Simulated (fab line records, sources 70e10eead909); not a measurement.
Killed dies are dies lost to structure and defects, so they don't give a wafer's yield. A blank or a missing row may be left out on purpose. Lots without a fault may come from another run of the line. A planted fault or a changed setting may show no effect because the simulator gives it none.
Which tool did it? | flow nand_harc | 12 lots, 36 wafers sampled, at 6 steps of a route of 1302

WHAT THE GAUGES READ, wafer by wafer
NHARC_P_ZERO_WELL_INSPECT_43. Usual: raw_defect_count 14, standard deviation 6.2.
lot  | measured     | on                | raw_defect_count | flag
L581 | day 2 03:55  | defect_inspect-01 | 8 15 16          |
L582 | day 2 13:22  | defect_inspect-02 | 5 6 7            |
L584 | day 3 09:35  | defect_inspect-02 | 18 12 23         |
L592 | day 6 17:37  | defect_inspect-01 | 570 618 589      | OFF
L594 | day 7 13:53  | defect_inspect-01 | 599 588 652      | OFF
L596 | day 8 09:42  | defect_inspect-02 | 6 8 1            |
L599 | day 9 15:19  | defect_inspect-01 | 27 24 18         |
L600 | day 10 01:26 | defect_inspect-01 | 13 16 15         |
L601 | day 10 15:35 | defect_inspect-02 | 9 18 13          |
L602 | day 10 21:28 | defect_inspect-01 | 11 18 13         |
L603 | day 11 07:42 | defect_inspect-02 | 27 11 10         |
L604 | day 11 18:35 | defect_inspect-02 | 16 16 18         |

NHARC_P_STI_OVL_MEAS_10. Usual: overlay_x_nm 1 nm, standard deviation 5.2; overlay_y_nm -1 nm, standard deviation 4.4.
lot  | measured     | on         | overlay_x_nm (nm) | overlay_y_nm (nm) | flag
L581 | day 3 02:18  | overlay-01 | 2 1 2             | -5 -4 -4          |
L582 | day 3 10:47  | overlay-01 | -6 -6 -6          | 8 9 8             |
L584 | day 4 03:44  | overlay-01 | 3 3 3             | 8 9 9             |
L592 | day 7 14:55  | overlay-02 | 6 5 6             | -10 -10 -10       |
L594 | day 8 05:11  | overlay-02 | 2 2 2             | 3 3 3             |
L596 | day 9 00:14  | overlay-02 | 5 6 5             | -4 -4 -3          |
L599 | day 10 07:22 | overlay-02 | 14 13 13          | 1 1 1             |
L600 | day 10 20:43 | overlay-01 | 3 2 2             | 2 2 1             |
L601 | day 11 07:29 | overlay-02 | -3 -3 -3          | 0 0 0             |
L602 | day 11 13:43 | overlay-02 | 9 10 10           | 2 1 1             |
L603 | day 12 00:05 | overlay-02 | 6 5 6             | -5 -5 -5          |
L604 | day 12 09:03 | overlay-01 | 4 4 4             | -4 -5 -5          |

NHARC_END_SORT_01. Usual: killed_at_array 59, standard deviation 20; killed_at_other 0.8, standard deviation 1; killed_at_periphery 3.2, standard deviation 2.1; killed_dies 63, standard deviation 21; killed_open 3.0, standard deviation 1.9; killed_short 2.3, standard deviation 1.5.
lot  | measured     | on        | killed_at_array | killed_at_other | killed_at_periphery | killed_dies | killed_open | killed_short | flag
L592 | day 29 14:40 | prober-01 | 66 52 49        | 0 0 2           | 88 69 71            | 154 121 122 | 5 2 1       | 1 1 1        | OFF
L594 | day 29 22:28 | prober-01 | 52 60 62        | 0 0 0           | 89 72 92            | 141 132 154 | 1 3 0       | 0 1 2        | OFF

WHICH TOOL RAN EACH LOT (tool, then ch and the chambers of the sampled wafers, then the start)
lot  | NHARC_P_ZERO_WELL_PECVD_02      | NHARC_P_ZERO_WELL_ETCH_63        | NHARC_P_STI_ETCH_42
L581 | pecvd-02 ch 0,1,2, day 1 20:38  | rie_si-04 ch 1,2, day 1 21:54    | rie_diel-09 ch 0,2,3, day 3 02:34
L582 | pecvd-04 ch 1,2, day 2 06:29    | rie_si-02 ch 1,3, day 2 07:33    | rie_diel-04 ch 0,1,3, day 3 11:04
L584 | pecvd-02 ch 0,1,2, day 3 02:34  | rie_si-04 ch 1,2, day 3 03:33    | rie_diel-04 ch 0,2,3, day 4 04:01
L592 | pecvd-02 ch 0,1,2, day 6 10:29  | rie_si-02 ch 1,2,3, day 6 11:34  | rie_diel-09 ch 1,3, day 7 15:11
L594 | pecvd-02 ch 1,2, day 7 06:29    | rie_si-03 ch 2,3, day 7 07:52    | rie_diel-04 ch 2,3, day 8 05:27
L596 | pecvd-04 ch 0,2, day 8 02:29    | rie_si-03 ch 0,1,2, day 8 03:39  | rie_diel-04 ch 0,2,3, day 9 00:29
L599 | pecvd-01 ch 1,2, day 9 08:29    | rie_si-02 ch 0,1,3, day 9 09:40  | rie_diel-09 ch 0,3, day 10 07:37
L600 | pecvd-04 ch 0,1, day 9 18:31    | rie_si-04 ch 1,2, day 9 19:40    | rie_diel-04 ch 0,2,3, day 10 20:59
L601 | pecvd-02 ch 0,2, day 10 04:29   | rie_si-04 ch 2,3, day 10 05:40   | rie_diel-09 ch 1,2,3, day 11 07:44
L602 | pecvd-04 ch 0,1, day 10 14:31   | rie_si-04 ch 0,2,3, day 10 15:33 | rie_diel-09 ch 2,3, day 11 13:58
L603 | pecvd-04 ch 0,1,2, day 11 00:31 | rie_si-03 ch 0,2,3, day 11 01:36 | rie_diel-08 ch 0,3, day 12 00:20
L604 | pecvd-01 ch 1,2, day 11 10:29   | rie_si-02 ch 0,2,3, day 11 12:38 | rie_diel-09 ch 0,1, day 12 09:19
- NHARC_P_ZERO_WELL_PECVD_02: deposits SiO2, target thk 10 nm.
- NHARC_P_ZERO_WELL_ETCH_63: etches the open film in HBr/Cl2, target depth 120 nm, time 40.1 s.
- NHARC_P_STI_ETCH_42: etches the open film in N2/H2, target depth 80 nm, overetch 24 nm, time 61 s.

WHAT THE TOOLS THEMSELVES READ (means of the sampled wafers that have a number; where no wafer has one, the mark that the record gives instead)
NHARC_P_ZERO_WELL_ETCH_63. Usual: chamber_pressure_mTorr 14.999 mTorr, standard deviation 0.015; drypump_motor_current_A 5.9 A, standard deviation 0.42; oes_product_au 1.004 a.u., standard deviation 0.01; throttle_valve_pct 26.405 %, standard deviation 0.0096.
lot  | tool      | chamber_pressure_mTorr (mTorr) | drypump_motor_current_A (A) | oes_product_au (a.u.) | throttle_valve_pct (%) | flag
L581 | rie_si-04 | 15.004                         | 6.3                         | 1.008                 | 26.408                 |
L582 | rie_si-02 | 14.996                         | 5.9                         | 0.991                 | 26.404                 |
L584 | rie_si-04 | 15.001                         | 6.3                         | 1.004                 | 26.408                 |
L592 | rie_si-02 | 14.992                         | 5.9                         | 1.002                 | 26.410                 |
L594 | rie_si-03 | 14.990                         | 5.3                         | 1.003                 | 26.401                 |
L596 | rie_si-03 | 14.998                         | 5.8                         | 1.013                 | 26.397                 |
L599 | rie_si-02 | 14.990                         | 5.9                         | 1.000                 | 26.400                 |
L600 | rie_si-04 | 15.008                         | 6.3                         | 1.008                 | 26.406                 |
L601 | rie_si-04 | 15.015                         | 6.7                         | 1.011                 | 26.409                 |
L602 | rie_si-04 | 15.011                         | 6.3                         | 1.009                 | 26.409                 |
L603 | rie_si-03 | 14.987                         | 5.7                         | 1.009                 | 26.410                 |
L604 | rie_si-02 | 15.013                         | 5.9                         | 0.998                 | 26.399                 |

NHARC_P_STI_ETCH_42. Usual: chamber_pressure_mTorr 30.001 mTorr, standard deviation 0.026; drypump_motor_current_A 5.7 A, standard deviation 0.36; oes_product_au 1.004 a.u., standard deviation 0.013; rf_vpp_V 431 V, standard deviation 3; showerhead_plenum_p_Torr 2.07 Torr, standard deviation 0.11; throttle_valve_pct 14.172 %, standard deviation 0.0083.
lot  | tool        | chamber_pressure_mTorr (mTorr) | drypump_motor_current_A (A) | oes_product_au (a.u.) | rf_vpp_V (V) | showerhead_plenum_p_Torr (Torr) | throttle_valve_pct (%) | flag
L581 | rie_diel-09 | 30.005                         | 5.5                         | 1.007                 | 434          | 2.16                            | 14.166                 |
L582 | rie_diel-04 | 30.002                         | 5.5                         | 0.999                 | 429          | 1.99                            | 14.170                 |
L584 | rie_diel-04 | 30.002                         | 5.8                         | 1.011                 | 431          | 2.04                            | 14.175                 |
L592 | rie_diel-09 | 29.982                         | 6.0                         | 1.012                 | 431          | 2.06                            | 14.173                 |
L594 | rie_diel-04 | 30.012                         | 5.8                         | 1.015                 | 429          | 1.99                            | 14.173                 |
L596 | rie_diel-04 | 30.013                         | 5.7                         | 1.002                 | 430          | 2.04                            | 14.170                 |
L599 | rie_diel-09 | 29.998                         | 5.6                         | 1.009                 | 434          | 2.18                            | 14.175                 |
L600 | rie_diel-04 | 30.001                         | 5.7                         | 1.007                 | 431          | 2.04                            | 14.169                 |
L601 | rie_diel-09 | 29.987                         | 5.7                         | 1.016                 | 432          | 2.05                            | 14.172                 |
L602 | rie_diel-09 | 30.000                         | 5.7                         | 1.012                 | 434          | 2.13                            | 14.180                 |
L603 | rie_diel-08 | 30.003                         | 5.8                         | 1.008                 | 432          | 2.10                            | 14.178                 |
L604 | rie_diel-09 | 30.006                         | 5.8                         | 1.014                 | 428          | 1.99                            | 14.166                 |

THE ANSWER, worked out from the rows above alone
Rule: a lot is off if the mean of its wafers that have a number lies more than 3 standard deviations from the usual mean. A lot without any number at a reading at which 4 lots or more have one is off too. The other lots that the step has rows for count as sound. The gauges are gone through in route order, then the tools' own readings, and for those a lot's mean is taken as printed above. The first step at which some lot is off is used, and at that step the reading that is off furthest; a lot without a number counts as furthest.
Off: L592, L594, at NHARC_P_ZERO_WELL_INSPECT_43 (raw_defect_count).
A tool fits if, at a process step before that reading, it ran every lot that is off, and no sound lot after the first of them. The gauges at NHARC_P_ZERO_WELL_INSPECT_43 aren't tried: what is off there is off at NHARC_END_SORT_01 too, on other tools, and a gauge's error can't cause that. None of those tried fits.

WHAT THE SIMULATOR HAD PUT IN
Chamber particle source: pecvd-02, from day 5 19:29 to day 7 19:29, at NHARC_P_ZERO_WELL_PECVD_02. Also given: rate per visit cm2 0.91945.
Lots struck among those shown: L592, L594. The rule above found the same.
